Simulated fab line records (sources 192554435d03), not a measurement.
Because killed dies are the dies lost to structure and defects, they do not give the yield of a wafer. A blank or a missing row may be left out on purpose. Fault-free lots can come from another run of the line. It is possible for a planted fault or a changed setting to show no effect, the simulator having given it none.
fab line records || flow n5Finfet || part 2 of 2: steps 27 to 38 of 38
record: {"lots": 5, "wafers": 15, "lastDay": 16}
route steps=1938 shown SD_EPI_P@320 SD_ACTIVATION@330 ILD0@335 SDB@347
lots with no fault: from the same line, run without faults
startH: start of the lot's first displayed wafer, in hours after the record's first day || waitH: hours since the lot's step before || " unchanged from the row above || L1.1+2: a row that stands for several wafers || - no value, or no start was given || * or withheld: withheld || < > ~ a bound
route shown NAME@n: names a module that has steps shown in the file, with the first one's number in the route || usual: average and standard deviation across the fault-free wafers || same: alike in all rows || chamber/n: place in a boat || sites: readings site by site || _std_site: standard deviation across them || _edge_site: outer sites' mean less inner sites' || radiusMm: for every site, how far away it sits from the centre of the wafer || mask NAME#n: copy n || behind: the most recent tool/chamber to have shaped the wafer || hold: what put the lot on hold/how long, in hours/how the hold closed || device: the n, p or np transistor that did not switch || end of line: tests of these same wafers at the route's end || a step with no rows: only its recipe || killed: dies that structure and defects cost at the first sort, which is not the same as the wafer's yield || map: a wafer's dies, marking killed ones x, the rest . and places with no die _
set.NAME: the run value of the setting; set.NAME@STEP: its run value at that earlier step || model.NAME: the simulator's own value behind a step, which no gauge read
lots at selected steps of the route; one table per step, one row per wafer
services: the hour from which a tool's chamber was out of use, counted from the record's first day as startH (under 0 if before that day), plus the number of hours and why
== steps ==
step: N5_SDB_HM_DEP_00
recipe: {"material": "SiNx", "targetThkA": 400, "tempC": 400, "precursor": "SiH4/NH3/N2", "pressureTorr": 1.5, "rfW": 300, "timeS": 35.3}
usual: {"heaterPowerW": "791/78", "showerheadPlenumPTorr": "5.15/0.062", "throttleValvePct": "39.4/2.2"}
{"lot.wafer": "L078.1", "tool": "pecvd-03", "chamber": 1, "startH": 88.91, "waitH": 0.0, "heaterPowerW": 646, "showerheadPlenumPTorr": 5.00, "throttleValvePct": 38.8}
{"lot.wafer": "L078.2", "tool": "pecvd-03", "chamber": 0, "startH": 88.91, "waitH": 0.0, "heaterPowerW": 894, "showerheadPlenumPTorr": 5.22, "throttleValvePct": 38.1}
{"lot.wafer": "L078.4", "tool": "pecvd-03", "chamber": 1, "startH": 88.91, "waitH": 0.0, "heaterPowerW": 650, "showerheadPlenumPTorr": 4.99, "throttleValvePct": 38.8}
{"lot.wafer": "L081.2", "tool": "pecvd-03", "chamber": 1, "startH": 108.43, "waitH": 0.0, "heaterPowerW": 738, "showerheadPlenumPTorr": 5.01, "throttleValvePct": 38.9}
{"lot.wafer": "L081.4", "tool": "pecvd-03", "chamber": 0, "startH": 108.43, "waitH": 0.0, "heaterPowerW": 824, "showerheadPlenumPTorr": 5.21, "throttleValvePct": 38.0}
{"lot.wafer": "L081.5", "tool": "pecvd-03", "chamber": 1, "startH": 108.43, "waitH": 0.0, "heaterPowerW": 730, "showerheadPlenumPTorr": 5.00, "throttleValvePct": 38.7}
{"lot.wafer": "L082.1", "tool": "pecvd-03", "chamber": 1, "startH": 113.02, "waitH": 0.0, "heaterPowerW": 726, "showerheadPlenumPTorr": 4.99, "throttleValvePct": 38.9}
{"lot.wafer": "L082.2", "tool": "pecvd-03", "chamber": 0, "startH": 113.02, "waitH": 0.0, "heaterPowerW": 845, "showerheadPlenumPTorr": 5.20, "throttleValvePct": 38.2}
{"lot.wafer": "L082.3", "tool": "pecvd-03", "chamber": 2, "startH": 113.02, "waitH": 0.0, "heaterPowerW": 756, "showerheadPlenumPTorr": 5.17, "throttleValvePct": 43.0}
{"lot.wafer": "L083.1", "tool": "pecvd-01", "chamber": 1, "startH": 119.99, "waitH": 0.0, "heaterPowerW": 901, "showerheadPlenumPTorr": 5.15, "throttleValvePct": 42.1}
{"lot.wafer": "L083.2", "tool": "pecvd-01", "chamber": 0, "startH": 119.99, "waitH": 0.0, "heaterPowerW": 782, "showerheadPlenumPTorr": 5.19, "throttleValvePct": 38.8}
{"lot.wafer": "L083.5", "tool": "pecvd-01", "chamber": 1, "startH": 119.99, "waitH": 0.0, "heaterPowerW": 949, "showerheadPlenumPTorr": 5.13, "throttleValvePct": 42.1}
{"lot.wafer": "L086.4", "tool": "pecvd-01", "chamber": 1, "startH": 137.83, "waitH": 0.1, "heaterPowerW": 893, "showerheadPlenumPTorr": 5.13, "throttleValvePct": 41.9}
{"lot.wafer": "L086.5", "tool": "pecvd-01", "chamber": 2, "startH": 137.83, "waitH": 0.1, "heaterPowerW": 802, "showerheadPlenumPTorr": 5.13, "throttleValvePct": 36.7}
{"lot.wafer": "L086.6", "tool": "pecvd-01", "chamber": 0, "startH": 137.83, "waitH": 0.1, "heaterPowerW": 751, "showerheadPlenumPTorr": 5.18, "throttleValvePct": 39.0}
step: N5_SDB_COAT_03
recipe: {"resist": "SOC", "tempC": 250, "timeS": 60, "spinRpm": 1500, "resistThkNm": 100}
usual: {"spinSpeedRpm": "1499.9/1.2"}
{"lot.wafer": "L078.1", "tool": "lithoTrack-04", "chamber": 0, "startH": 89.00, "waitH": 0.1, "spinSpeedRpm": 1499.4}
{"lot.wafer": "L078.2", "tool": "lithoTrack-04", "chamber": 0, "startH": 89.00, "waitH": 0.1, "spinSpeedRpm": 1498.1}
{"lot.wafer": "L078.4", "tool": "lithoTrack-04", "chamber": 0, "startH": 89.00, "waitH": 0.1, "spinSpeedRpm": 1497.9}
{"lot.wafer": "L081.2", "tool": "lithoTrack-01", "chamber": 0, "startH": 108.52, "waitH": 0.1, "spinSpeedRpm": 1500.9}
{"lot.wafer": "L081.4", "tool": "lithoTrack-01", "chamber": 0, "startH": 108.52, "waitH": 0.1, "spinSpeedRpm": 1498.9}
{"lot.wafer": "L081.5", "tool": "lithoTrack-01", "chamber": 0, "startH": 108.52, "waitH": 0.1, "spinSpeedRpm": 1500.4}
{"lot.wafer": "L082.1", "tool": "lithoTrack-01", "chamber": 0, "startH": 113.10, "waitH": 0.1, "spinSpeedRpm": 1496.5}
{"lot.wafer": "L082.2", "tool": "lithoTrack-01", "chamber": 0, "startH": 113.10, "waitH": 0.1, "spinSpeedRpm": 1497.9}
{"lot.wafer": "L082.3", "tool": "lithoTrack-01", "chamber": 0, "startH": 113.10, "waitH": 0.1, "spinSpeedRpm": 1499.7}
{"lot.wafer": "L083.1", "tool": "lithoTrack-01", "chamber": 0, "startH": 120.08, "waitH": 0.1, "spinSpeedRpm": 1502.3}
{"lot.wafer": "L083.2", "tool": "lithoTrack-01", "chamber": 0, "startH": 120.08, "waitH": 0.1, "spinSpeedRpm": 1499.5}
{"lot.wafer": "L083.5", "tool": "lithoTrack-01", "chamber": 0, "startH": 120.08, "waitH": 0.1, "spinSpeedRpm": 1502.2}
{"lot.wafer": "L086.4", "tool": "lithoTrack-05", "chamber": 0, "startH": 137.88, "waitH": 0.0, "spinSpeedRpm": 1498.9}
{"lot.wafer": "L086.5", "tool": "lithoTrack-05", "chamber": 0, "startH": 137.88, "waitH": 0.0, "spinSpeedRpm": 1500.3}
{"lot.wafer": "L086.6", "tool": "lithoTrack-05", "chamber": 0, "startH": 137.88, "waitH": 0.0, "spinSpeedRpm": 1500.4}
step: N5_SDB_COAT_04
recipe: {"resist": "SiARC", "tempC": 220, "timeS": 60, "spinRpm": 1500, "resistThkNm": 18}
usual: {"spinSpeedRpm": "1499.9/1.2"}
{"lot.wafer": "L078.1", "tool": "lithoTrack-04", "chamber": 0, "startH": "-", "waitH": "-", "spinSpeedRpm": 1501.7}
{"lot.wafer": "L078.2", "tool": "lithoTrack-04", "chamber": 0, "startH": "-", "waitH": "-", "spinSpeedRpm": 1500.1}
{"lot.wafer": "L078.4", "tool": "lithoTrack-04", "chamber": 0, "startH": "-", "waitH": "-", "spinSpeedRpm": 1501.6}
{"lot.wafer": "L081.2", "tool": "lithoTrack-01", "chamber": 0, "startH": "-", "waitH": "-", "spinSpeedRpm": 1499.3}
{"lot.wafer": "L081.4", "tool": "lithoTrack-01", "chamber": 0, "startH": "-", "waitH": "-", "spinSpeedRpm": 1500.8}
{"lot.wafer": "L081.5", "tool": "lithoTrack-01", "chamber": 0, "startH": "-", "waitH": "-", "spinSpeedRpm": 1499.7}
{"lot.wafer": "L082.1", "tool": "lithoTrack-01", "chamber": 0, "startH": "-", "waitH": "-", "spinSpeedRpm": 1503.4}
{"lot.wafer": "L082.2", "tool": "lithoTrack-01", "chamber": 0, "startH": "-", "waitH": "-", "spinSpeedRpm": 1499.4}
{"lot.wafer": "L082.3", "tool": "lithoTrack-01", "chamber": 0, "startH": "-", "waitH": "-", "spinSpeedRpm": 1500.6}
{"lot.wafer": "L083.1", "tool": "lithoTrack-01", "chamber": 0, "startH": "-", "waitH": "-", "spinSpeedRpm": 1498.1}
{"lot.wafer": "L083.2", "tool": "lithoTrack-01", "chamber": 0, "startH": "-", "waitH": "-", "spinSpeedRpm": 1498.7}
{"lot.wafer": "L083.5", "tool": "lithoTrack-01", "chamber": 0, "startH": "-", "waitH": "-", "spinSpeedRpm": 1497.5}
{"lot.wafer": "L086.4", "tool": "lithoTrack-05", "chamber": 0, "startH": "-", "waitH": "-", "spinSpeedRpm": 1498.7}
{"lot.wafer": "L086.5", "tool": "lithoTrack-05", "chamber": 0, "startH": "-", "waitH": "-", "spinSpeedRpm": 1499.7}
{"lot.wafer": "L086.6", "tool": "lithoTrack-05", "chamber": 0, "startH": "-", "waitH": "-", "spinSpeedRpm": 1500.8}
step: N5_SDB_COAT_05
recipe: {"resist": "CAR-ArF", "spinRpm": 1500, "resistThkNm": 90}
usual: {"spinSpeedRpm": "1500.2/1.1"}
{"lot.wafer": "L078.1", "tool": "lithoTrack-04", "chamber": 0, "startH": "-", "waitH": "-", "spinSpeedRpm": 1500.5}
{"lot.wafer": "L078.2", "tool": "lithoTrack-04", "chamber": 0, "startH": "-", "waitH": "-", "spinSpeedRpm": 1500.4}
{"lot.wafer": "L078.4", "tool": "lithoTrack-04", "chamber": 0, "startH": "-", "waitH": "-", "spinSpeedRpm": 1499.0}
{"lot.wafer": "L081.2", "tool": "lithoTrack-01", "chamber": 0, "startH": "-", "waitH": "-", "spinSpeedRpm": 1500.6}
{"lot.wafer": "L081.4", "tool": "lithoTrack-01", "chamber": 0, "startH": "-", "waitH": "-", "spinSpeedRpm": 1500.1}
{"lot.wafer": "L081.5", "tool": "lithoTrack-01", "chamber": 0, "startH": "-", "waitH": "-", "spinSpeedRpm": 1498.7}
{"lot.wafer": "L082.1", "tool": "lithoTrack-01", "chamber": 0, "startH": "-", "waitH": "-", "spinSpeedRpm": 1500.0}
{"lot.wafer": "L082.2", "tool": "lithoTrack-01", "chamber": 0, "startH": "-", "waitH": "-", "spinSpeedRpm": 1501.8}
{"lot.wafer": "L082.3", "tool": "lithoTrack-01", "chamber": 0, "startH": "-", "waitH": "-", "spinSpeedRpm": 1501.9}
{"lot.wafer": "L083.1", "tool": "lithoTrack-01", "chamber": 0, "startH": "-", "waitH": "-", "spinSpeedRpm": 1501.3}
{"lot.wafer": "L083.2", "tool": "lithoTrack-01", "chamber": 0, "startH": "-", "waitH": "-", "spinSpeedRpm": 1502.9}
{"lot.wafer": "L083.5", "tool": "lithoTrack-01", "chamber": 0, "startH": "-", "waitH": "-", "spinSpeedRpm": 1501.0}
{"lot.wafer": "L086.4", "tool": "lithoTrack-05", "chamber": 0, "startH": "-", "waitH": "-", "spinSpeedRpm": 1500.5}
{"lot.wafer": "L086.5", "tool": "lithoTrack-05", "chamber": 0, "startH": "-", "waitH": "-", "spinSpeedRpm": 1501.3}
{"lot.wafer": "L086.6", "tool": "lithoTrack-05", "chamber": 0, "startH": "-", "waitH": "-", "spinSpeedRpm": 1500.7}
step: N5_SDB_EBR_07
recipe: {"solvent": "PGMEA", "ebrWidthMm": 1.5}
{"lot.wafer": "L078.1+2+4", "tool": "lithoTrack-04", "chamber": 0, "startH": "-", "waitH": "-"}
{"lot.wafer": "L081.2+4+5", "tool": "lithoTrack-01", "chamber": 0, "startH": "-", "waitH": "-"}
{"lot.wafer": "L082.1+2+3", "tool": "lithoTrack-01", "chamber": 0, "startH": "-", "waitH": "-"}
{"lot.wafer": "L083.1+2+5", "tool": "lithoTrack-01", "chamber": 0, "startH": "-", "waitH": "-"}
{"lot.wafer": "L086.4+5+6", "tool": "lithoTrack-05", "chamber": 0, "startH": "-", "waitH": "-"}
step: N5_SDB_SOFTBAKE_06
recipe: {"tempC": 110, "timeS": 60, "resist": "CAR-ArF"}
{"lot.wafer": "L078.1+2+4", "tool": "lithoTrack-04", "chamber": 0, "startH": "-", "waitH": "-"}
{"lot.wafer": "L081.2+4+5", "tool": "lithoTrack-01", "chamber": 0, "startH": "-", "waitH": "-"}
{"lot.wafer": "L082.1+2+3", "tool": "lithoTrack-01", "chamber": 0, "startH": "-", "waitH": "-"}
{"lot.wafer": "L083.1+2+5", "tool": "lithoTrack-01", "chamber": 0, "startH": "-", "waitH": "-"}
{"lot.wafer": "L086.4+5+6", "tool": "lithoTrack-05", "chamber": 0, "startH": "-", "waitH": "-"}
step: N5_SDB_EXPOSE_08
recipe: {"maskId": "SDB", "na": 1.35, "sourceShape": "conventional", "sigmaOuter": 0.5, "polarization": "unpolarized", "doseMj": 49.6}
usual: {"stageVelMmS": "499.92/0.24"}
same: {"sigmaOuter": 0.5}
{"lot.wafer": "L078.1", "tool": "arfiScanner-01", "chamber": 0, "startH": 89.24, "waitH": "-", "mask": "SDB#0", "stageVelMmS": 499.72}
{"lot.wafer": "L078.2", "tool": "arfiScanner-01", "chamber": 0, "startH": 89.24, "waitH": "-", "mask": "SDB#0", "stageVelMmS": 499.90}
{"lot.wafer": "L078.4", "tool": "arfiScanner-01", "chamber": 0, "startH": 89.24, "waitH": "-", "mask": "SDB#0", "stageVelMmS": 500.01}
{"lot.wafer": "L081.2", "tool": "arfiScanner-03", "chamber": 0, "startH": 108.76, "waitH": "-", "mask": "SDB#0", "stageVelMmS": 499.63}
{"lot.wafer": "L081.4", "tool": "arfiScanner-03", "chamber": 0, "startH": 108.76, "waitH": "-", "mask": "SDB#0", "stageVelMmS": 499.52}
{"lot.wafer": "L081.5", "tool": "arfiScanner-03", "chamber": 0, "startH": 108.76, "waitH": "-", "mask": "SDB#0", "stageVelMmS": 499.36}
{"lot.wafer": "L082.1", "tool": "arfiScanner-03", "chamber": 0, "startH": 113.22, "waitH": "-", "mask": "SDB#0", "stageVelMmS": 499.79}
{"lot.wafer": "L082.2", "tool": "arfiScanner-03", "chamber": 0, "startH": 113.22, "waitH": "-", "mask": "SDB#0", "stageVelMmS": 499.74}
{"lot.wafer": "L082.3", "tool": "arfiScanner-03", "chamber": 0, "startH": 113.22, "waitH": "-", "mask": "SDB#0", "stageVelMmS": 499.88}
{"lot.wafer": "L083.1", "tool": "arfiScanner-03", "chamber": 0, "startH": 120.19, "waitH": "-", "mask": "SDB#0", "stageVelMmS": 500.47}
{"lot.wafer": "L083.2", "tool": "arfiScanner-03", "chamber": 0, "startH": 120.19, "waitH": "-", "mask": "SDB#0", "stageVelMmS": 500.13}
{"lot.wafer": "L083.5", "tool": "arfiScanner-03", "chamber": 0, "startH": 120.19, "waitH": "-", "mask": "SDB#0", "stageVelMmS": 499.90}
{"lot.wafer": "L086.4", "tool": "arfiScanner-02", "chamber": 0, "startH": 138.14, "waitH": "-", "mask": "SDB#0", "stageVelMmS": 499.81}
{"lot.wafer": "L086.5", "tool": "arfiScanner-02", "chamber": 0, "startH": 138.14, "waitH": "-", "mask": "SDB#0", "stageVelMmS": 499.72}
{"lot.wafer": "L086.6", "tool": "arfiScanner-02", "chamber": 0, "startH": 138.14, "waitH": "-", "mask": "SDB#0", "stageVelMmS": 499.67}
step: N5_SDB_PEB_09
recipe: {"pebTempC": "withheld", "pebTimeS": 60, "resist": "CAR-ArF"}
{"lot.wafer": "L078.1+2+4", "tool": "lithoTrack-01", "chamber": 0, "startH": 89.30, "waitH": 0.1}
{"lot.wafer": "L081.2+4+5", "tool": "lithoTrack-01", "chamber": 0, "startH": 108.82, "waitH": 0.0}
{"lot.wafer": "L082.1+2+3", "tool": "lithoTrack-04", "chamber": 0, "startH": 113.27, "waitH": 0.1}
{"lot.wafer": "L083.1+2+5", "tool": "lithoTrack-01", "chamber": 0, "startH": 120.25, "waitH": 0.1}
{"lot.wafer": "L086.4+5+6", "tool": "lithoTrack-05", "chamber": 0, "startH": 138.19, "waitH": 0.0}
step: N5_SDB_DEVELOP_10
recipe: {"developTimeS": 30, "developer": "TMAH", "resist": "CAR-ArF", "rinseLiquid": "diw", "dry": "airSpin", "devTempC": 23}
same: {"developTimeS": 30}
{"lot.wafer": "L078.1+2+4", "tool": "lithoTrack-01", "chamber": 0, "startH": "-", "waitH": "-"}
{"lot.wafer": "L081.2+4+5", "tool": "lithoTrack-01", "chamber": 0, "startH": "-", "waitH": "-"}
{"lot.wafer": "L082.1+2+3", "tool": "lithoTrack-04", "chamber": 0, "startH": "-", "waitH": "-"}
{"lot.wafer": "L083.1+2+5", "tool": "lithoTrack-01", "chamber": 0, "startH": "-", "waitH": "-"}
{"lot.wafer": "L086.4+5+6", "tool": "lithoTrack-05", "chamber": 0, "startH": "-", "waitH": "-"}
step: N5_SDB_CD_MEAS_11
recipe: {"targetCdNm": 50, "landingEnergyEv": 500, "detector": "seInlens", "polarity": "opening"}
usual: {"cdNm": "49.1/1.1"}
{"lot.wafer": "L078.1", "tool": "cdSem-02", "chamber": 0, "startH": 89.36, "waitH": "-", "cdNm": 49.9}
{"lot.wafer": "L078.2", "tool": "cdSem-02", "chamber": 0, "startH": 89.36, "waitH": "-", "cdNm": 49.3}
{"lot.wafer": "L078.4", "tool": "cdSem-02", "chamber": 0, "startH": 89.36, "waitH": "-", "cdNm": 49.8}
{"lot.wafer": "L081.2", "tool": "cdSem-01", "chamber": 0, "startH": 108.89, "waitH": "-", "cdNm": 49.2}
{"lot.wafer": "L081.4", "tool": "cdSem-01", "chamber": 0, "startH": 108.89, "waitH": "-", "cdNm": 49.2}
{"lot.wafer": "L081.5", "tool": "cdSem-01", "chamber": 0, "startH": 108.89, "waitH": "-", "cdNm": 48.8}
{"lot.wafer": "L082.1", "tool": "cdSem-02", "chamber": 0, "startH": 113.34, "waitH": "-", "cdNm": 47.8}
{"lot.wafer": "L082.2", "tool": "cdSem-02", "chamber": 0, "startH": 113.34, "waitH": "-", "cdNm": 50.7}
{"lot.wafer": "L082.3", "tool": "cdSem-02", "chamber": 0, "startH": 113.34, "waitH": "-", "cdNm": 47.9}
{"lot.wafer": "L083.1", "tool": "cdSem-03", "chamber": 0, "startH": 120.32, "waitH": "-", "cdNm": 49.4}
{"lot.wafer": "L083.2", "tool": "cdSem-03", "chamber": 0, "startH": 120.32, "waitH": "-", "cdNm": 50.0}
{"lot.wafer": "L083.5", "tool": "cdSem-03", "chamber": 0, "startH": 120.32, "waitH": "-", "cdNm": 50.1}
{"lot.wafer": "L086.4", "tool": "cdSem-02", "chamber": 0, "startH": 138.26, "waitH": "-", "cdNm": 48.8}
{"lot.wafer": "L086.5", "tool": "cdSem-02", "chamber": 0, "startH": 138.26, "waitH": "-", "cdNm": 49.3}
{"lot.wafer": "L086.6", "tool": "cdSem-02", "chamber": 0, "startH": 138.26, "waitH": "-", "cdNm": 49.2}
step: N5_SDB_OVL_MEAS_12
recipe: {"pointsPerWafer": 44}
usual: {"SDB_OVL": "-0.2/0.75"}
{"lot.wafer": "L078.1", "tool": "overlay-02", "chamber": 0, "startH": 89.40, "waitH": 0.0, "SDB_OVL[nm]": -1.3}
{"lot.wafer": "L078.2", "tool": "overlay-02", "chamber": 0, "startH": 89.40, "waitH": 0.0, "SDB_OVL[nm]": -0.8}
{"lot.wafer": "L078.4", "tool": "overlay-02", "chamber": 0, "startH": 89.40, "waitH": 0.0, "SDB_OVL[nm]": -0.8}
{"lot.wafer": "L081.2", "tool": "overlay-02", "chamber": 0, "startH": 108.91, "waitH": 0.0, "SDB_OVL[nm]": -0.9}
{"lot.wafer": "L081.4", "tool": "overlay-02", "chamber": 0, "startH": 108.91, "waitH": 0.0, "SDB_OVL[nm]": 0.0}
{"lot.wafer": "L081.5", "tool": "overlay-02", "chamber": 0, "startH": 108.91, "waitH": 0.0, "SDB_OVL[nm]": 0.4}
{"lot.wafer": "L082.1", "tool": "overlay-02", "chamber": 0, "startH": 113.37, "waitH": 0.0, "SDB_OVL[nm]": -1.2}
{"lot.wafer": "L082.2", "tool": "overlay-02", "chamber": 0, "startH": 113.37, "waitH": 0.0, "SDB_OVL[nm]": -0.8}
{"lot.wafer": "L082.3", "tool": "overlay-02", "chamber": 0, "startH": 113.37, "waitH": 0.0, "SDB_OVL[nm]": -0.6}
{"lot.wafer": "L083.1", "tool": "overlay-02", "chamber": 0, "startH": 120.35, "waitH": 0.0, "SDB_OVL[nm]": 1.0}
{"lot.wafer": "L083.2", "tool": "overlay-02", "chamber": 0, "startH": 120.35, "waitH": 0.0, "SDB_OVL[nm]": 0.2}
{"lot.wafer": "L083.5", "tool": "overlay-02", "chamber": 0, "startH": 120.35, "waitH": 0.0, "SDB_OVL[nm]": 1.0}
{"lot.wafer": "L086.4", "tool": "overlay-01", "chamber": 0, "startH": 138.28, "waitH": 0.0, "SDB_OVL[nm]": 0.3}
{"lot.wafer": "L086.5", "tool": "overlay-01", "chamber": 0, "startH": 138.28, "waitH": 0.0, "SDB_OVL[nm]": 0.3}
{"lot.wafer": "L086.6", "tool": "overlay-01", "chamber": 0, "startH": 138.28, "waitH": 0.0, "SDB_OVL[nm]": 0.8}
step: N5_SDB_INSPECT_13
recipe: {"mode": "adi", "inspectInstrument": "brightfield"}
usual: {"rawDefectCount": "79/31"}
{"lot.wafer": "L078.1", "tool": "defectInspect-01", "chamber": "-", "startH": 89.42, "waitH": 0.0, "rawDefectCount": 116}
{"lot.wafer": "L078.2", "tool": "defectInspect-01", "chamber": "-", "startH": 89.42, "waitH": 0.0, "rawDefectCount": 93}
{"lot.wafer": "L078.4", "tool": "defectInspect-01", "chamber": "-", "startH": 89.42, "waitH": 0.0, "rawDefectCount": 87}
{"lot.wafer": "L081.2", "tool": "defectInspect-01", "chamber": "-", "startH": 108.94, "waitH": 0.0, "rawDefectCount": 35}
{"lot.wafer": "L081.4", "tool": "defectInspect-01", "chamber": "-", "startH": 108.94, "waitH": 0.0, "rawDefectCount": 84}
{"lot.wafer": "L081.5", "tool": "defectInspect-01", "chamber": "-", "startH": 108.94, "waitH": 0.0, "rawDefectCount": 62}
{"lot.wafer": "L082.1", "tool": "defectInspect-01", "chamber": "-", "startH": 113.40, "waitH": 0.0, "rawDefectCount": 91}
{"lot.wafer": "L082.2", "tool": "defectInspect-01", "chamber": "-", "startH": 113.40, "waitH": 0.0, "rawDefectCount": 87}
{"lot.wafer": "L082.3", "tool": "defectInspect-01", "chamber": "-", "startH": 113.40, "waitH": 0.0, "rawDefectCount": 82}
{"lot.wafer": "L083.1", "tool": "defectInspect-02", "chamber": "-", "startH": 120.37, "waitH": 0.0, "rawDefectCount": 54}
{"lot.wafer": "L083.2", "tool": "defectInspect-02", "chamber": "-", "startH": 120.37, "waitH": 0.0, "rawDefectCount": 47}
{"lot.wafer": "L083.5", "tool": "defectInspect-02", "chamber": "-", "startH": 120.37, "waitH": 0.0, "rawDefectCount": 59}
{"lot.wafer": "L086.4", "tool": "defectInspect-02", "chamber": "-", "startH": 138.31, "waitH": 0.0, "rawDefectCount": 67}
{"lot.wafer": "L086.5", "tool": "defectInspect-02", "chamber": "-", "startH": 138.31, "waitH": 0.0, "rawDefectCount": 103}
{"lot.wafer": "L086.6", "tool": "defectInspect-02", "chamber": "-", "startH": 138.31, "waitH": 0.0, "rawDefectCount": 97}
== services ==
{"tool": "arfiScanner-02", "chamber": "-", "startH": 64.38, "hours": 1.3, "kind": "pm"}
{"tool": "furnace-03", "chamber": "-", "startH": 66.07, "hours": 3.5, "kind": "repair"}
{"tool": "aldSin-04", "chamber": 3, "startH": 67.01, "hours": 5.7, "kind": "repair"}
{"tool": "arfiScanner-01", "chamber": "-", "startH": 68.29, "hours": 3.9, "kind": "pm"}
{"tool": "laserAnneal-02", "chamber": "-", "startH": 70.85, "hours": 2.1, "kind": "pm"}
{"tool": "aldSin-01", "chamber": 3, "startH": 71.05, "hours": 3.9, "kind": "repair"}
{"tool": "arfiScanner-01", "chamber": "-", "startH": 80.41, "hours": 1.3, "kind": "pm"}
{"tool": "arfiScanner-03", "chamber": "-", "startH": 82.87, "hours": 1.3, "kind": "pm"}
{"tool": "cmp-02", "chamber": "-", "startH": 84.64, "hours": 9.4, "kind": "pm"}
{"tool": "aldSin-02", "chamber": "-", "startH": 86.02, "hours": 14.0, "kind": "pm"}
{"tool": "epiRpcvd-02", "chamber": "-", "startH": 96.93, "hours": 6.0, "kind": "pm"}
{"tool": "arfiScanner-02", "chamber": "-", "startH": 98.74, "hours": 1.0, "kind": "pm"}
{"tool": "cmp-02", "chamber": "-", "startH": 105.81, "hours": 4.1, "kind": "pm"}
{"tool": "aldSin-01", "chamber": "-", "startH": 107.66, "hours": 6.1, "kind": "pm"}
{"tool": "pecvd-01", "chamber": "-", "startH": 110.41, "hours": 6.0, "kind": "pm"}
{"tool": "epiRpcvd-01", "chamber": "-", "startH": 116.41, "hours": 2.8, "kind": "pm"}
{"tool": "arfiScanner-02", "chamber": "-", "startH": 117.08, "hours": 0.8, "kind": "pm"}
{"tool": "cmp-02", "chamber": "-", "startH": 117.55, "hours": 6.2, "kind": "pm"}
{"tool": "cmp-03", "chamber": "-", "startH": 120.08, "hours": 4.0, "kind": "pm"}
{"tool": "arfiScanner-03", "chamber": "-", "startH": 122.34, "hours": 0.7, "kind": "repair"}
{"tool": "pecvd-01", "chamber": 0, "startH": 124.34, "hours": 8.1, "kind": "repair"}
{"tool": "fcvd-01", "chamber": "-", "startH": 126.57, "hours": 0.5, "kind": "repair"}
{"tool": "arfiScanner-01", "chamber": "-", "startH": 132.50, "hours": 1.0, "kind": "pm"}
{"tool": "aldSin-04", "chamber": 0, "startH": 136.29, "hours": 5.6, "kind": "repair"}
